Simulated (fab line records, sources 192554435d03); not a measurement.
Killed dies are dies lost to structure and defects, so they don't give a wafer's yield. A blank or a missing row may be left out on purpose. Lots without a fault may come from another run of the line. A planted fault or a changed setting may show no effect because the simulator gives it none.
fab line records | flow n5_finfet
record lots=5 wafers=13 last_day=14
route steps=1938 shown BEOL_M4@1099 BEOL_M5@1112 BEOL_M11@1596 PASSIVATION@1936
lots that met no fault: from a run of the same line without faults
start_h: hours from the record's first day to the start of the lot's first wafer shown | wait_h: hours since the lot's step before | " the same as in the row above | L1.1+2: a row that stands for several wafers | - no value, or no start given | * or withheld: withheld | < > ~ a bound
route shown NAME@n: a module of which the file shows steps, and the number in the route of the first | usual: mean/standard deviation of fault-free wafers | same: alike in all rows | chamber/n: place in a boat | sites: the reading at each site | _std_site: their standard deviation | _edge_site: outer sites' mean less inner sites' | radius_mm: how far each site lies from the wafer's centre | mask NAME#n: copy n | behind: the tool/chamber that last shaped the wafer | hold: why the lot was held/for how many hours/how that ended | device: the transistor (n, p or np) that didn't switch | end of line: the same wafers' tests at the end of the route | a step without rows: its recipe alone | killed: dies lost to structure and defects at the first sort, not the wafer's yield | map: a wafer's dies, x killed, . not, _ none there
set.NAME: the setting as run; set.NAME@STEP: as run at that earlier step | model.NAME: the simulator's own value behind a step, which no gauge read
lots at some steps of the route; a table a step, a row a wafer
services: from which hour (start_h, from the record's first day; less than 0 if before it) a tool's chamber was out of use, for how many hours, and why
## steps
# step N5_BEOL_M4_ANNEAL_95
# recipe temp_c=400 time_s=240 ambient=vacuum
# step N5_BEOL_M4_SPUTTER_96
# recipe material=Cu target_thk_a=45 temp_c=-20 chamber_pressure_pa=0.07 power_w=withheld time_s=8.29
# step N5_BEOL_M4_ECD_50
# recipe material=Cu target_thk_a=3000
# step N5_BEOL_M4_ANNEAL_51
# recipe temp_c=225 time_s=90 ambient=N2
# step N5_BEOL_M4_CMP_52
# recipe stop_on=SiOC t_overpolish_s=6.8 down_force_psi=1 platen_rpm=50 clearing_platen_down_force_psi=1.5 clearing_platen_rpm=50 post_cmp_clean=cu_alkaline target_thk_nm=40 clearing_platen_pad_velocity_m_s=0.99484 pad_velocity_m_s=0.99484
# step N5_BEOL_M4_PRE_CLEAN_60
# recipe gas=NH3/H2 time_s=15 temp_c=* rf_power_w=300
# step N5_BEOL_M4_CO_CAP_55
# recipe material=Co target_thk_a=20 temp_c=200 precursor=CCTBA/H2 pressure_torr=30 time_s=102.1
# step N5_BEOL_M4_PRE_CLEAN_56
# recipe gas=NH3 time_s=15 temp_c=withheld rf_power_w=300
# step N5_BEOL_M4_DEP_57
# recipe material=SiCN target_thk_a=80 temp_c=withheld precursor=3MS/NH3 pressure_torr=3 rf_w=202 time_s=14
# step N5_BEOL_M4_RC_MEAS_101
# usual DIBL_N=36.4/1.2 DIBL_P=36.1/1.6 IOFF_N=0.156/0.024 IOFF_P=0.21/0.031 ION_N=674/11 ION_P=463/6.9 SS_N=71.5/0.5 SS_P=73.2/0.55 VT_N=250.0/2.9 VT_P=-250/3.6
# columns lot.wafer tool chamber start_h wait_h DIBL_N[mV/V] DIBL_P[mV/V] IOFF_N[nA/um] IOFF_P[nA/um] ION_N[uA/um] ION_P[uA/um] SS_N[mV/dec] SS_P[mV/dec] VT_N[mV] VT_P[mV]
L957.1 prober-02 0 166.45 0.0 36.9 38.1 0.169 0.21 688 473 71.6 73.5 247.5 -249
L957.4 " 0 " " 34.8 35.0 0.131 0.17 672 470 70.6 72.4 254.2 -254
L957.5 " 0 " " 35.9 36.5 0.152 0.19 681 467 71.8 72.9 246.5 -251
L965.1 prober-02 0 202.91 0.0 36.8 37.1 0.146 0.19 666 459 71.8 72.4 252.4 -252
L965.2 " 0 " " 37.5 37.3 0.156 0.20 656 456 71.6 73.0 249.8 -251
L967.1 prober-02 0 225.98 0.1 35.2 35.4 0.147 0.20 665 464 71.7 72.7 250.9 -251
L967.3 " 0 " " 33.9 33.3 0.121 0.17 663 458 71.1 72.6 254.2 -253
L967.4 " 0 " " 35.5 35.5 0.149 0.20 664 464 71.2 73.1 251.3 -248
L969.2 prober-01 0 227.44 0.2 35.3 34.5 0.137 0.20 660 460 71.8 72.8 252.2 -252
L969.4 " 0 " " 33.5 31.6 0.109 0.17 656 457 70.6 71.7 255.9 -253
L969.6 " 0 " " 35.7 34.9 0.156 0.21 666 457 71.6 73.5 250.9 -250
L968.1 prober-02 0 232.40 0.0 39.6 39.9 0.216 0.30 697 481 71.5 73.4 246.6 -245
L968.2 " 0 " " 38.9 38.7 0.189 0.25 686 472 72.1 73.6 247.5 -247
# step N5_BEOL_M5_ILD_DEP_00
# recipe material=SiCOH_lowk target_thk_a=1406.4 temp_c=300 precursor=DEMS/porogen pressure_torr=5 rf_w=500 time_s=25.9
# step N5_BEOL_M5_CURE_79
# recipe temp_c=385 time_s=240 ambient=He/Ar material=SiCOH_lowk
# step N5_BEOL_M5_PECVD_70
# recipe material=SiO2 target_thk_a=160 temp_c=400 precursor=TEOS/O2 pressure_torr=5.5 rf_w=450 teos_flow_sccm=53.8 gas=O2 flow_sccm=3000 time_s=18
# step N5_BEOL_M5_HM_DEP_02
# recipe material=TiN target_thk_a=200 temp_c=25 chamber_pressure_pa=0.49996
# step N5_BEOL_M5_COAT_59
# recipe resist=SOC temp_c=250 time_s=60 spin_rpm=1500 resist_thk_nm=60
# step N5_BEOL_M5_COAT_60
# recipe resist=SiARC temp_c=220 time_s=60 spin_rpm=1500 resist_thk_nm=12
# step N5_BEOL_M5_COAT_71
# recipe resist=underlayer temp_c=205 time_s=60 spin_rpm=1500 resist_thk_nm=5
# step N5_BEOL_M5_COAT_05
# recipe resist=CAR-EUV spin_rpm=1500 resist_thk_nm=30
# step N5_BEOL_M5_EBR_07
# recipe solvent=PGMEA ebr_width_mm=1.5
# step N5_BEOL_M5_SOFTBAKE_06
# recipe temp_c=110 time_s=60 resist=CAR-EUV
# step N5_BEOL_M5_EXPOSE_08
# recipe mask_id=M5 na=0.33 source_shape=annular sigma_inner=0.4 sigma_outer=0.8 polarization=unpolarized target_cd_nm=28 dose_mj=35.75
# step N5_BEOL_M5_PEB_09
# recipe peb_temp_c=100 peb_time_s=60 resist=CAR-EUV
# step N5_BEOL_M5_DEVELOP_10
# recipe develop_time_s=30 developer=TMAH resist=CAR-EUV rinse_liquid=surfactant_rinse dry=air_spin dev_temp_c=23
# step N5_BEOL_M5_DESCUM_16
# recipe chemistry=O2 time_s=7 source_power_w=50 bias_power_w=20 pressure_mtorr=20 rf_frequency_hz=2.712e+07 temp_c=40 resist=CAR-EUV o2_flow_sccm=225
# step N5_BEOL_M5_ETCH_72
# recipe chemistry=N2/H2 target=underlayer target_depth_a=65 mask_material=CAR-EUV time_s=5.2 ion_energy_ev=200 pressure_mtorr=30 source_w=840 bias_w=150 n2_flow_sccm=200 h2_flow_sccm=200 ends=cleared
# step N5_BEOL_M5_ETCH_61
# recipe chemistry=CF4 target=SiARC target_depth_a=156 mask_material=CAR-EUV time_s=26 ion_energy_ev=80 pressure_mtorr=40 source_w=545 bias_w=36 Ar_flow_sccm=100 cf4_flow_sccm=100 ends=cleared
# step N5_BEOL_M5_ETCH_62
# recipe chemistry=N2/H2 target=SOC target_depth_a=750 overetch_a=150 mask_material=SiARC temp_c=40 time_s=112.5 ion_energy_ev=200 pressure_mtorr=30 source_w=840 bias_w=150 n2_flow_sccm=200 h2_flow_sccm=200
# step N5_BEOL_M5_STRIP_63
# recipe chemistry=N2/H2 temp_c=40 n2_flow_sccm=200 h2_flow_sccm=200 rf_frequency_hz=6e+07
# step N5_BEOL_M5_STRIP_73
# recipe chemistry=N2/H2 temp_c=40 n2_flow_sccm=200 h2_flow_sccm=200 rf_frequency_hz=6e+07
# step N5_BEOL_M5_STRIP_64
# recipe chemistry=CF4 resist=SiARC power_w=300 bias_power_w=75 pressure_mtorr=50 cf4_flow_sccm=150 rf_frequency_hz=6e+07
# step N5_BEOL_M5_HM_OPEN_17
# recipe chemistry=Cl2/BCl3 target_depth_a=200 overetch_a=60 target=TiN mask_material=SOC ion_energy_ev=150 pressure_mtorr=10 icp_w=1000 bias_w=126 Cl2_flow_sccm=53.25 bcl3_flow_sccm=21.75 Ar_flow_sccm=25
# step N5_BEOL_M5_STRIP_19
# recipe chemistry=O2 power_w=400 temp_c=40 pressure_mtorr=30 rf_frequency_hz=6e+07 bias_power_w=0 overash_fraction=0.2 o2_flow_sccm=225
# step N5_BEOL_M5_COAT_65
# recipe resist=SOC temp_c=250 time_s=60 spin_rpm=1500 resist_thk_nm=60
# step N5_BEOL_M5_COAT_66
# recipe resist=SiARC temp_c=220 time_s=60 spin_rpm=1500 resist_thk_nm=12
# step N5_BEOL_M11_CMP_52
# recipe stop_on=SiCOH_lowk t_overpolish_s=7 down_force_psi=1 platen_rpm=50 clearing_platen_down_force_psi=1.5 clearing_platen_rpm=50 post_cmp_clean=cu_alkaline target_thk_nm=140 clearing_platen_pad_velocity_m_s=0.99484 pad_velocity_m_s=0.99484
# usual barrier_field_endpoint_s=28.8/0.71 motor_current_A=6.3/0.55 overpolish_run_s=7.000/0.0096 retaining_ring_pressure_frac=1.001/0.0045 time_to_endpoint_s=65.3/2.5
# columns lot.wafer tool chamber start_h wait_h barrier_field_endpoint_s motor_current_A overpolish_run_s retaining_ring_pressure_frac time_to_endpoint_s
L957.4 cmp-02 0 225.89 0.1 27.8 7.1 6.991 1.004 60.8
L957.1 " 1 " " 27.4 6.2 6.999 1.012 59.8
L957.5 " 0 " " 27.4 6.7 7.002 1.010 59.1
L965.1 cmp-02 3 260.29 0.3 46.8 6.0 0.032 1.000 86.7
L965.2 " 1 " " 29.3 6.3 7.003 0.994 65.6
L968.1 cmp-02 2 292.14 0.3 46.8 7.1 0.040 0.992 85.9
L968.2 " 1 " " 28.4 6.6 7.006 1.001 62.9
L969.4 cmp-03 0 293.11 0.1 28.3 6.9 6.999 0.999 61.7
L969.2 " 3 " " 28.2 5.4 6.989 0.997 64.6
L969.6 " 0 " " 29.3 7.0 6.997 1.002 64.3
L967.1 cmp-02 0 293.98 0.3 46.8 6.8 0.043 0.999 86.0
L967.4 " 2 " " 46.9 6.3 0.039 1.002 85.7
L967.3 " 3 " " 27.5 6.2 7.002 1.001 62.0
# step N5_BEOL_M11_THK_MEAS_53
# recipe thk_meas_gauge=xrf reads=Cu_of_BEOL_M11_ECD_50
# usual M11_THK=137.3/2.6
# columns lot.wafer tool chamber start_h wait_h M11_THK[nm]
L957.1 film_metro-01 - 226.19 - 134.9
L957.4 " - " " 134.5
L957.5 " - " " 136.7
L965.1 film_metro-02 - 260.55 - 249.1
L965.2 " - " " 140.4
L968.1 film_metro-02 - 292.43 - 251.1
L968.2 " - " " 134.9
L969.2 film_metro-01 - 293.40 - 136.3
L969.4 " - " " 133.9
L969.6 " - " " 139.9
L967.1 film_metro-01 - 294.27 - 249.5
L967.3 " - " " 135.5
L967.4 " - " " 244.9
# step N5_BEOL_M11_INSPECT_58
# recipe inspect_instrument=darkfield mode=post_dep
# usual raw_defect_count=72/19
# columns lot.wafer tool chamber start_h wait_h raw_defect_count
L957.1 defect_inspect-01 - 226.36 0.0 51
L957.4 " - " " 63
L957.5 " - " " 87
L965.1 defect_inspect-02 - 260.70 0.0 1049
L965.2 " - " " 77
L968.1 defect_inspect-02 - 292.58 0.0 1092
L968.2 " - " " 111
L969.2 defect_inspect-01 - 293.55 0.0 64
L969.4 " - " " 41
L969.6 " - " " 71
L967.1 defect_inspect-02 - 294.42 0.0 1021
L967.3 " - " " 78
L967.4 " - " " 1056
# step N5_PASSIVATION_PROBE_49
# usual defect_limited_yield=91.4/1.5 killed_at_M0_to_M3=31/11 killed_at_M4_up=13/5.5 killed_at_contacts=13/6.3 killed_at_front_end=40/13 killed_at_other=3.3/2.6 killed_dies=101/18 killed_on_rim=13/4 killed_open=67/13 killed_short=33/7.9 sort_bin_5_function=5.1/1 sort_bin_6_memory=3.2/0.68 sort_n_pass=1079/18 sort_yield_pct=91.4/1.5
# same gross_dies=1180 killed_at_back_side=0 sort_bin_4_leakage[%]=0 sort_bin_8_speed[%]=0
# columns lot.wafer tool chamber start_h wait_h defect_limited_yield[%] killed_at_M0_to_M3 killed_at_M4_up killed_at_contacts killed_at_front_end killed_at_other killed_dies killed_on_rim killed_open killed_short sort_bin_5_function[%] sort_bin_6_memory[%] sort_n_pass sort_yield_pct[%]
L957.1 prober-02 - 264.31 0.0 93.7 28 9 13 23 1 74 13 50 23 3.7 2.4 1106 93.7
L957.4 prober-02 - 264.46 0.2 91.0 50 9 18 29 0 106 16 74 31 5.5 3.1 1074 91.0
L957.5 prober-02 - 264.51 0.2 93.4 46 4 12 15 1 78 8 55 21 3.7 2.4 1102 93.4
L965.1 prober-02 - 297.76 0.0 0 32 1099 10 37 2 1180 152 64 28 4.3 3.3 0 0
L965.2 prober-02 - 297.81 0.1 91.6 29 18 9 41 2 99 16 69 29 4.7 3.4 1081 91.6
L968.1 prober-01 - 331.20 0.0 0 39 1072 23 39 7 1180 152 78 38 6.0 3.4 0 0
L968.2 prober-01 - 331.25 0.1 91.4 32 17 19 29 5 102 10 64 38 5.8 2.5 1078 91.4
L969.2 prober-02 - 333.43 0.1 93.9 15 7 13 34 3 72 14 42 30 3.9 2.1 1108 93.9
L969.4 prober-02 - 333.53 0.2 89.8 37 16 18 43 6 120 9 82 38 6.3 3.6 1060 89.8
L969.6 prober-02 - 333.63 0.3 94.1 12 10 18 26 4 70 7 47 23 3.4 2.2 1110 94.1
L967.1 prober-01 - 333.74 0.0 0 22 1094 16 43 5 1180 152 70 19 3.7 3.7 0 0
L967.3 prober-01 - 333.84 0.1 92.5 24 9 13 38 4 88 11 65 21 4.4 3.0 1092 92.5
L967.4 prober-01 - 333.89 0.2 0 14 1095 24 43 4 1180 152 58 30 4.1 3.2 0 0
# killed by level:class
L957.1 MOL_CONTACT_COAG:geometric_particle:open=10 BEOL_M0_SAQP:geometric_particle:open=8 BEOL_M0_SAQP:geometric_particle:short=7 BEOL_M2:geometric_particle:open=7 GATE_CUT:geometric_particle:short=5 GATE_CUT:geometric_particle:open=4 BEOL_M4:geometric_particle:open=4 BEOL_M7:geometric_particle:open=4
L957.4 MOL_CONTACT_COAG:geometric_particle:open=13 BEOL_M0_SAQP:geometric_particle:open=13 BEOL_M2:geometric_particle:open=13 BEOL_M0_SAQP:geometric_particle:short=10 STI_FIN_REVEAL:geometric_particle:open=7 BEOL_M3:geometric_particle:open=7 MOL_CONTACT_COAG:geometric_particle:short=5 BEOL_M1:geometric_particle:open=4
L957.5 BEOL_M2:geometric_particle:open=15 BEOL_M3:geometric_particle:open=15 MOL_CONTACT_COAG:geometric_particle:open=11 FIN_SAQP:geometric_particle:short=5 BEOL_M0_SAQP:geometric_particle:short=4 BEOL_M0_SAQP:geometric_particle:open=4 FIN_SAQP:geometric_particle:open=3 BEOL_M3:geometric_particle:short=3
L965.1 BEOL_M11:area_cmp=1088 STI_FIN_REVEAL:geometric_particle:open=10 BEOL_M3:geometric_particle:open=9 MOL_CONTACT_COAG:geometric_particle:open=7 BEOL_M1:geometric_particle:open=6 STARTING-WAFER:geometric_particle:short=6 FIN_SAQP:geometric_particle:open=5 FIN_SAQP:geometric_particle:short=5
L965.2 STI_FIN_REVEAL:geometric_particle:open=10 FIN_SAQP:geometric_particle:open=8 BEOL_M4:geometric_particle:open=7 BEOL_M3:geometric_particle:open=6 BEOL_M4:geometric_particle:short=6 DUMMY_GATE:geometric_particle:open=5 MOL_CONTACT_COAG:geometric_particle:open=5 BEOL_M1:geometric_particle:open=5
L968.1 BEOL_M11:area_cmp=1064 MOL_CONTACT_COAG:geometric_particle:open=18 DUMMY_GATE:geometric_particle:open=11 BEOL_M1:geometric_particle:open=8 BEOL_M0_SAQP:geometric_particle:open=8 BEOL_M2:geometric_particle:open=7 BEOL_M0_SAQP:geometric_particle:short=6 DUMMY_GATE:geometric_particle:short=5
L968.2 MOL_CONTACT_COAG:geometric_particle:open=14 BEOL_M0_SAQP:geometric_particle:short=10 BEOL_M4:geometric_particle:open=8 BEOL_M2:geometric_particle:open=8 BEOL_M0_SAQP:geometric_particle:open=6 DUMMY_GATE:geometric_particle:open=5 MOL_CONTACT_COAG:geometric_particle:short=5 BEOL_M4:geometric_particle:short=5
L969.2 MOL_CONTACT_COAG:geometric_particle:open=12 FIN_SAQP:geometric_particle:short=11 STI_FIN_REVEAL:geometric_particle:open=9 GATE_CUT:geometric_particle:short=6 BEOL_M2:geometric_particle:open=4 FIN_SAQP:geometric_particle:open=3 BEOL_M0_SAQP:geometric_particle:short=3 BEOL_M5:geometric_particle:open=3
L969.4 MOL_CONTACT_COAG:geometric_particle:open=17 FIN_SAQP:geometric_particle:open=15 FIN_SAQP:geometric_particle:short=11 BEOL_M0_SAQP:geometric_particle:short=9 BEOL_M3:geometric_particle:open=8 BEOL_M5:geometric_particle:open=6 BEOL_M0_SAQP:geometric_particle:open=6 BEOL_M0:geometric_particle:open=5
L969.6 MOL_CONTACT_COAG:geometric_particle:open=17 FIN_SAQP:geometric_particle:short=7 STI_FIN_REVEAL:geometric_particle:open=4 FIN_SAQP:geometric_particle:open=3 BEOL_M0:geometric_particle:open=3 BEOL_M2:geometric_particle:open=3 BEOL_M3:geometric_particle:open=3 BEOL_M7:geometric_particle:open=3
L967.1 BEOL_M11:area_cmp=1091 MOL_CONTACT_COAG:geometric_particle:open=14 STI_FIN_REVEAL:geometric_particle:open=13 STARTING-WAFER:geometric_particle:open=8 FIN_SAQP:geometric_particle:open=7 BEOL_M3:geometric_particle:open=6 BEOL_M0_SAQP:geometric_particle:open=5 DUMMY_GATE:geometric_particle:open=4
L967.3 FIN_SAQP:geometric_particle:open=13 MOL_CONTACT_COAG:geometric_particle:open=11 BEOL_M3:geometric_particle:open=11 STI_FIN_REVEAL:geometric_particle:open=7 FIN_SAQP:geometric_particle:short=4 SPACER0:geometric_particle:open=4 FIN_CUT:geometric_particle:short=2 DUMMY_GATE:geometric_particle:open=2
L967.4 BEOL_M11:area_cmp=1091 MOL_CONTACT_COAG:geometric_particle:open=16 STI_FIN_REVEAL:geometric_particle:open=12 FIN_SAQP:geometric_particle:open=11 MOL_CONTACT_COAG:geometric_particle:short=8 FIN_SAQP:geometric_particle:short=7 BEOL_M2:geometric_particle:open=6 GATE_CUT:geometric_particle:short=3
# map L965.1 (x killed, . not)
_________________xxxxxxxxxxxx________________
______________xxxxxxxxxxxxxxxxxx_____________
___________xxxxxxxxxxxxxxxxxxxxxxxx__________
__________xxxxxxxxxxxxxxxxxxxxxxxxxx_________
________xxxxxxxxxxxxxxxxxxxxxxxxxxxxxx_______
_______xxxxxxxxxxxxxxxxxxxxxxxxxxxxxxxx______
______xxxxxxxxxxxxxxxxxxxxxxxxxxxxxxxxxx_____
_____xxxxxxxxxxxxxxxxxxxxxxxxxxxxxxxxxxxx____
____xxxxxxxxxxxxxxxxxxxxxxxxxxxxxxxxxxxxxx___
___xxxxxxxxxxxxxxxxxxxxxxxxxxxxxxxxxxxxxxxx__
___xxxxxxxxxxxxxxxxxxxxxxxxxxxxxxxxxxxxxxxx__
__xxxxxxxxxxxxxxxxxxxxxxxxxxxxxxxxxxxxxxxxxx_
__xxxxxxxxxxxxxxxxxxxxxxxxxxxxxxxxxxxxxxxxxx_
_xxxxxxxxxxxxxxxxxxxxxxxxxxxxxxxxxxxxxxxxxxxx
_xxxxxxxxxxxxxxxxxxxxxxxxxxxxxxxxxxxxxxxxxxxx
_xxxxxxxxxxxxxxxxxxxxxxxxxxxxxxxxxxxxxxxxxxxx
_xxxxxxxxxxxxxxxxxxxxxxxxxxxxxxxxxxxxxxxxxxxx
_xxxxxxxxxxxxxxxxxxxxxxxxxxxxxxxxxxxxxxxxxxxx
_xxxxxxxxxxxxxxxxxxxxxxxxxxxxxxxxxxxxxxxxxxxx
_xxxxxxxxxxxxxxxxxxxxxxxxxxxxxxxxxxxxxxxxxxxx
_xxxxxxxxxxxxxxxxxxxxxxxxxxxxxxxxxxxxxxxxxxxx
__xxxxxxxxxxxxxxxxxxxxxxxxxxxxxxxxxxxxxxxxxx_
__xxxxxxxxxxxxxxxxxxxxxxxxxxxxxxxxxxxxxxxxxx_
___xxxxxxxxxxxxxxxxxxxxxxxxxxxxxxxxxxxxxxxx__
___xxxxxxxxxxxxxxxxxxxxxxxxxxxxxxxxxxxxxxxx__
____xxxxxxxxxxxxxxxxxxxxxxxxxxxxxxxxxxxxxx___
_____xxxxxxxxxxxxxxxxxxxxxxxxxxxxxxxxxxxx____
______xxxxxxxxxxxxxxxxxxxxxxxxxxxxxxxxxx_____
_______xxxxxxxxxxxxxxxxxxxxxxxxxxxxxxxx______
________xxxxxxxxxxxxxxxxxxxxxxxxxxxxxx_______
__________xxxxxxxxxxxxxxxxxxxxxxxxxx_________
___________xxxxxxxxxxxxxxxxxxxxxxxx__________
______________xxxxxxxxxxxxxxxxxx_____________
_________________xxxxxxxxxxxx________________
# map L967.1 (x killed, . not)
_________________xxxxxxxxxxxx________________
______________xxxxxxxxxxxxxxxxxx_____________
___________xxxxxxxxxxxxxxxxxxxxxxxx__________
__________xxxxxxxxxxxxxxxxxxxxxxxxxx_________
________xxxxxxxxxxxxxxxxxxxxxxxxxxxxxx_______
_______xxxxxxxxxxxxxxxxxxxxxxxxxxxxxxxx______
______xxxxxxxxxxxxxxxxxxxxxxxxxxxxxxxxxx_____
_____xxxxxxxxxxxxxxxxxxxxxxxxxxxxxxxxxxxx____
____xxxxxxxxxxxxxxxxxxxxxxxxxxxxxxxxxxxxxx___
___xxxxxxxxxxxxxxxxxxxxxxxxxxxxxxxxxxxxxxxx__
___xxxxxxxxxxxxxxxxxxxxxxxxxxxxxxxxxxxxxxxx__
__xxxxxxxxxxxxxxxxxxxxxxxxxxxxxxxxxxxxxxxxxx_
__xxxxxxxxxxxxxxxxxxxxxxxxxxxxxxxxxxxxxxxxxx_
_xxxxxxxxxxxxxxxxxxxxxxxxxxxxxxxxxxxxxxxxxxxx
_xxxxxxxxxxxxxxxxxxxxxxxxxxxxxxxxxxxxxxxxxxxx
_xxxxxxxxxxxxxxxxxxxxxxxxxxxxxxxxxxxxxxxxxxxx
_xxxxxxxxxxxxxxxxxxxxxxxxxxxxxxxxxxxxxxxxxxxx
_xxxxxxxxxxxxxxxxxxxxxxxxxxxxxxxxxxxxxxxxxxxx
_xxxxxxxxxxxxxxxxxxxxxxxxxxxxxxxxxxxxxxxxxxxx
_xxxxxxxxxxxxxxxxxxxxxxxxxxxxxxxxxxxxxxxxxxxx
_xxxxxxxxxxxxxxxxxxxxxxxxxxxxxxxxxxxxxxxxxxxx
__xxxxxxxxxxxxxxxxxxxxxxxxxxxxxxxxxxxxxxxxxx_
__xxxxxxxxxxxxxxxxxxxxxxxxxxxxxxxxxxxxxxxxxx_
___xxxxxxxxxxxxxxxxxxxxxxxxxxxxxxxxxxxxxxxx__
___xxxxxxxxxxxxxxxxxxxxxxxxxxxxxxxxxxxxxxxx__
____xxxxxxxxxxxxxxxxxxxxxxxxxxxxxxxxxxxxxx___
_____xxxxxxxxxxxxxxxxxxxxxxxxxxxxxxxxxxxx____
______xxxxxxxxxxxxxxxxxxxxxxxxxxxxxxxxxx_____
_______xxxxxxxxxxxxxxxxxxxxxxxxxxxxxxxx______
________xxxxxxxxxxxxxxxxxxxxxxxxxxxxxx_______
__________xxxxxxxxxxxxxxxxxxxxxxxxxx_________
___________xxxxxxxxxxxxxxxxxxxxxxxx__________
______________xxxxxxxxxxxxxxxxxx_____________
_________________xxxxxxxxxxxx________________
## services
# columns tool chamber start_h hours kind
cmp-03 - 208.50 1.8 repair
cmp-03 - 234.58 4.0 pm
cmp-03 - 238.58 - consumable_replace:conditioner
cmp-03 - 238.58 - consumable_replace:pad
cmp-03 - 263.00 0.4 repair
## key
first_sign step=N5_BEOL_M11_CMP_52 reading=overpolish_run_s direction=down sigmas=99+ usual=7.000 struck=0.038
effect step=N5_BEOL_M11_CMP_52 reading=barrier_field_endpoint_s direction=up sigmas=25 usual=28.8 struck=46.8
effect step=N5_BEOL_M11_THK_MEAS_53 reading=M11_THK direction=up sigmas=43 usual=137.3 struck=248.6
effect step=N5_BEOL_M11_INSPECT_58 reading=raw_defect_count direction=up sigmas=52 usual=72 struck=1054
effect step=N5_PASSIVATION_PROBE_49 reading=killed_at_M4_up direction=up sigmas=99+ usual=13 struck=1090
more_kills_born_at N5_BEOL_M11_CMP_52@cmp-02=4334
met_at N5_BEOL_M11_CMP_52
struck_wafers L965.1,L967.1,L967.4,L968.1
later_rows_left_out L965.1,L967.1,L967.4,L968.1
onset_between 225.89 260.29
fault kind=process_parameter_drift tool=cmp-02 chamber=- onset_h=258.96 steps=N5_BEOL_M11_CMP_52 channel=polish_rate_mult offset=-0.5 shape=step end_h=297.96 scope=struck_wafers_only
# later_rows_left_out: the simulator's readings of these wafers behind a module that went badly wrong aren't trusted and aren't shown, but for the sort
